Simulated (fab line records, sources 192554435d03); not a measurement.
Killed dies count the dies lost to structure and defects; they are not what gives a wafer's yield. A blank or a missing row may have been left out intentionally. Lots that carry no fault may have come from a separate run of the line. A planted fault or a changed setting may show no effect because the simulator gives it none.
Which tool was responsible?	flow n5 finfet	31 wafers from 11 lots sampled at 2 of the route's 1938 steps

## WHAT THE GAUGES SHOWED, per wafer
N5_BEOL_M13_OCD_MEAS_35.
lot	measured	on	trench depth nm (nm)
L956	day 11 05:34	ocd-01	409 423 413
L958	day 11 06:14	ocd-02	409 412 408
L957	day 11 08:35	ocd-02	419 407 407
L960	day 11 21:58	ocd-02	416 412 418
L961	day 12 08:52	ocd-01	415 413 420
L971	day 14 05:37	ocd-01	406 416
L969	day 14 09:28	ocd-01	425 408
L972	day 15 03:32	ocd-02	408 418 421
L973	day 15 06:23	ocd-01	411 421 420
L975	day 15 10:38	ocd-01	417 410 411
L978	day 16 20:52	ocd-01	420 406 416

## TOOL THAT RAN EACH LOT (tool first, then ch and the chambers of the sampled wafers, then the start)
lot	N5_BEOL_M13_DESCUM_33
L956	rie diel-02 ch 0,1,3, day 11 04:59
L958	rie diel-02 ch 0,1,2, day 11 05:40
L957	rie diel-03 ch 2,3, day 11 08:01
L960	rie diel-02 ch 0,2, day 11 21:24
L961	rie diel-02 ch 0,1,2, day 12 08:17
L971	rie diel-03 ch 0,1, day 14 05:02
L969	rie diel-06 ch 0,3, day 14 08:53
L972	rie diel-03 ch 0,2,3, day 15 02:57
L973	rie diel-03 ch 0,1,3, day 15 05:48
L975	rie diel-06 ch 1,2,3, day 15 10:04
L978	rie diel-03 ch 2,3, day 16 20:17
- N5_BEOL_M13_DESCUM_33: chemistry O2, time 7.9 s.

## THE ANSWER, worked out from the rows above alone
Rule: the usual values come from the lots themselves. The widest of any qualifying gaps counts: lots, ordered by their means at a reading, are off when they make up no more than a third of the lots, leave a main group of 4 or more, and stand apart from it by 3 or more times the standard deviation of that group's means. If all means in a main group match to the digits the tables above print for the reading, that group is not used. Also off: a lot with no number at a reading for which 4 or more lots have one. All remaining lots with rows at the step are treated as sound.
None of the lots is off at any reading shown; this tells nothing.

## WHAT HAD BEEN PUT IN BY THE SIMULATOR
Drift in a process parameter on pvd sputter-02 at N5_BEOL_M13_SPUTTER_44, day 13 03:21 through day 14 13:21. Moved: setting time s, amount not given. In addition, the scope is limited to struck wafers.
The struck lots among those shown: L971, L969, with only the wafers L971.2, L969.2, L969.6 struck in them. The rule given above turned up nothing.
